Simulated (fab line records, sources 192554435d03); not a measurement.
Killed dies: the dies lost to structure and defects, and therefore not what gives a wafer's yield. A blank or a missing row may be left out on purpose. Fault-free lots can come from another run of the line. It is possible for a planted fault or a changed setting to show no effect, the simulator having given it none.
Split-lot study | flow n5-finfet | on a route of 1938 steps: 7 lots, 39 wafers read

ON THE SPLIT
At N5_HKMG_FIN_ETCH_35 (etches SOC in N2/H2, target depth 215.8 nm, time 243.4 s), the setting target-depth-a was moved away from the recipe's 2158 angstrom on 15 of the 39 wafers read, by -8.8% to +9.6%. This setting was run at the recipe's value on the other wafers.

Split to reading: the file shows no intervening step.

THE READING
SOC_of_HKMG_FIN_COAT_29.thk-nm (the simulator's own value, which no gauge read), in nm, at N5_HKMG_FIN_STRIP_92 (strips SOC in N2/H2, time 20 s). No usual value for it is given in the file. Across the 24 wafers here that went through the recipe, the average is 70.7 nm and the standard deviation 6.2 nm.

wafer  | tool, chamber at the split | target-depth-a as run, angstrom | against the recipe | SOC_of_HKMG_FIN_COAT_29.thk-nm, nm | against lot-mates on the recipe
L074.1 | rie-diel-01, 3             | 2009                            | -6.9%              | 89.2                               | +13.7
L074.2 | rie-diel-01, 2             | 2158                            | recipe             | 77.2                               | -
L074.3 | rie-diel-01, 0             | 2158                            | recipe             | 70.4                               | -
L074.4 | rie-diel-01, 0             | 2009                            | -6.9%              | 84.8                               | +9.3
L074.5 | rie-diel-01, 2             | 2158                            | recipe             | 79                                 | -
L074.6 | rie-diel-01, 3             | 2009                            | -6.9%              | 89                                 | +13.5
L078.3 | rie-diel-05, 0             | 2158                            | recipe             | 78.2                               | -
L078.4 | rie-diel-05, 1             | 2158                            | recipe             | 76.2                               | -
L078.6 | rie-diel-05, 1             | 2158                            | recipe             | 73.2                               | -
L081.1 | rie-diel-01, 2             | 2232                            | +3.4%              | 66.4                               | +2.6
L081.2 | rie-diel-01, 3             | 2158                            | recipe             | 68.8                               | -
L081.3 | rie-diel-01, 1             | 2232                            | +3.4%              | 50.6                               | -13.2
L081.4 | rie-diel-01, 0             | 2232                            | +3.4%              | 55.4                               | -8.4
L081.5 | rie-diel-01, 0             | 2158                            | recipe             | 65.2                               | -
L081.6 | rie-diel-01, 1             | 2158                            | recipe             | 57.4                               | -
L086.1 | rie-diel-01, 3             | 1969                            | -8.8%              | 88.4                               | +24.1
L086.2 | rie-diel-01, 0             | 2158                            | recipe             | 67.2                               | -
L086.3 | rie-diel-01, 2             | 1969                            | -8.8%              | 92.4                               | +28.1
L086.4 | rie-diel-01, 1             | 2158                            | recipe             | 60                                 | -
L086.5 | rie-diel-01, 0             | 2158                            | recipe             | 65.8                               | -
L086.6 | rie-diel-01, 3             | 1969                            | -8.8%              | 89.2                               | +24.9
L093.1 | rie-diel-01, 3             | 2158                            | recipe             | 69.2                               | -
L093.2 | rie-diel-01, 2             | 2256                            | +4.5%              | 66                                 | -1.3
L093.3 | rie-diel-01, 0             | 2256                            | +4.5%              | 59.2                               | -8.1
L093.4 | rie-diel-01, 1             | 2158                            | recipe             | 61                                 | -
L093.5 | rie-diel-01, 3             | 2158                            | recipe             | 71.6                               | -
L093.6 | rie-diel-01, 0             | 2256                            | +4.5%              | 57.8                               | -9.5
L096.1 | rie-diel-05, 0             | 2158                            | recipe             | 76.8                               | -
L096.2 | rie-diel-05, 1             | 2366                            | +9.6%              | 54.2                               | -24.4
L096.3 | rie-diel-05, 3             | 2366                            | +9.6%              | 50                                 | -28.6
L096.4 | rie-diel-05, 2             | 2158                            | recipe             | 82.4                               | -
L096.5 | rie-diel-05, 3             | 2366                            | +9.6%              | 51.4                               | -27.2
L096.6 | rie-diel-05, 0             | 2158                            | recipe             | 76.6                               | -
L097.1 | rie-diel-03, 2             | 2158                            | recipe             | 67.4                               | -
L097.2 | rie-diel-03, 1             | 2158                            | recipe             | 68.6                               | -
L097.3 | rie-diel-03, 3             | 2158                            | recipe             | 73.8                               | -
L097.4 | rie-diel-03, 3             | 2158                            | recipe             | 72.8                               | -
L097.5 | rie-diel-03, 1             | 2158                            | recipe             | 68.4                               | -
L097.6 | rie-diel-03, 2             | 2158                            | recipe             | 69                                 | -

FIT RESULTS
A straight line over all 39 wafers: SOC_of_HKMG_FIN_COAT_29.thk-nm changes by -2.23 nm for each +1% of target-depth-a; r = -0.87; the points scatter about the line by 5.8 nm.
The same after taking each lot's own level away (the mean of its wafers on the recipe; 39 wafers): -2.47 nm for each +1%; r = -0.93; scatter 4.4 nm.
The reading moves by 24 nm for the largest change in target-depth-a, on that fit.
Measured against the standard deviation above, the lots' own levels, which go from 63.80 to 78.60 nm, span 2.4 times it.
Consequently the slope shifts little with the lot-to-lot level, the two slopes agreeing.
Check: with one of the wafers moved furthest among these (+9.6%) left out of the fit, the line predicts -23.4 nm for it against its lot-mates. It came out at -24.4 nm against them.

FURTHER SPLITS ON THESE WAFERS
Note: prior to the reading, these wafers also went through further splits. Each is held against what the fit with the lots' levels taken away leaves over:
other split on the same wafers   | wafers away from the commonest value | r with SOC_of_HKMG_FIN_COAT_29.thk-nm (lot level and that fit taken away)
N5_DUMMY_GATE_HM_DEP_06 time-s   | 30                                   | -0.10
N5_SD_EPI_P_EXPOSE_06 dose-mj    | 18                                   | +0.16
N5_HKMG_FIN_HK_ALD_01 ald-cycles | 6                                    | -0.07

THE WHOLE CHAIN: every reading that the file lists as answering this split, in the file's order
step                 | what it does                                             | reading                                                                         | change (the file's fit)              | r (the file's)
N5_HKMG_FIN_ETCH_35  | etches SOC in N2/H2, target depth 215.8 nm, time 243.4 s | etch.depth-nm (the simulator's own value, which no gauge read)                  | +2.45 nm for each +1% of the setting | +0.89
N5_HKMG_FIN_ETCH_35  | etches SOC in N2/H2, target depth 215.8 nm, time 243.4 s | HKMG_FIN.feature-depth-nm (the simulator's own value, which no gauge read)      | +2.45 nm for each +1% of the setting | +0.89
N5_HKMG_FIN_ETCH_35  | etches SOC in N2/H2, target depth 215.8 nm, time 243.4 s | SOC_of_HKMG_FIN_COAT_29.thk-nm (the simulator's own value, which no gauge read) | -2.44 nm for each +1% of the setting | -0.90
N5_HKMG_FIN_STRIP_92 | strips SOC in N2/H2, time 20 s                           | SOC_of_HKMG_FIN_COAT_29.thk-nm (the simulator's own value, which no gauge read) | -2.47 nm for each +1% of the setting | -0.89

THE FILE'S OWN FIT
SOC_of_HKMG_FIN_COAT_29.thk-nm changes by -2.47 nm for each +1% of target-depth-a, r = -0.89.
